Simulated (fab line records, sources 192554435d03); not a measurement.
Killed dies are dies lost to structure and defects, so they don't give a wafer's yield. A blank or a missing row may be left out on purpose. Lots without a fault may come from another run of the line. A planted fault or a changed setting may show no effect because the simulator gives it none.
Chamber matching | flow n5_finfet | N5_BEOL_M3_ILD_DEP_00 on pecvd-03: 3 sister chambers
The step deposits SiOC from DEMS/O2, target thk 79 nm, time 15.3 s. 3 wafers are shown with their chamber, then 8 later ones without.

WAFERS WITH THEIR CHAMBER
wafer  | chamber | throttle_valve_pct (%)
L091.2 | 1       | 11.6
L091.4 | 0       | 12.5
L095.2 | 2       | 11.6

WAFERS WITHOUT THEIR CHAMBER
wafer  | throttle_valve_pct (%)
L095.3 | 11.9
L095.6 | 12.1
L096.1 | 11.4
L096.2 | 12.0
L096.3 | 11.7
L096.4 | 11.5
L096.5 | 12.2
L096.6 | 11.5

WHICH CHAMBER EACH WENT THROUGH
wafer  | from the rows above          | in truth
L095.3 | can't be placed: 1 or 2 or 0 | 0
L095.6 | can't be placed: 0 or 1 or 2 | 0
L096.1 | can't be placed: 1 or 2      | 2
L096.2 | can't be placed: 1 or 2 or 0 | 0
L096.3 | can't be placed: 1 or 2      | 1
L096.4 | can't be placed: 1 or 2      | 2
L096.5 | can't be placed: 0 or 1 or 2 | 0
L096.6 | can't be placed: 1 or 2      | 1
Placed correctly: 0 of 8. Can't be placed from these rows: 8 (the true chamber is among the candidates in 8). Placed wrongly: 0.
How it was worked out, from the rows above alone: a wafer's distance from a chamber is the root of the sum, over the readings, of the square of ((its reading less the chamber's mean) divided by the reading's scatter). The wafer belongs to the nearest chamber; if the next one is less than 2 further off, it can't be placed. A chamber's mean is the mean of its shown wafers. The scatter: with one shown wafer a chamber, the root of the mean of the squares of how far each hidden wafer lies from its nearest shown one.
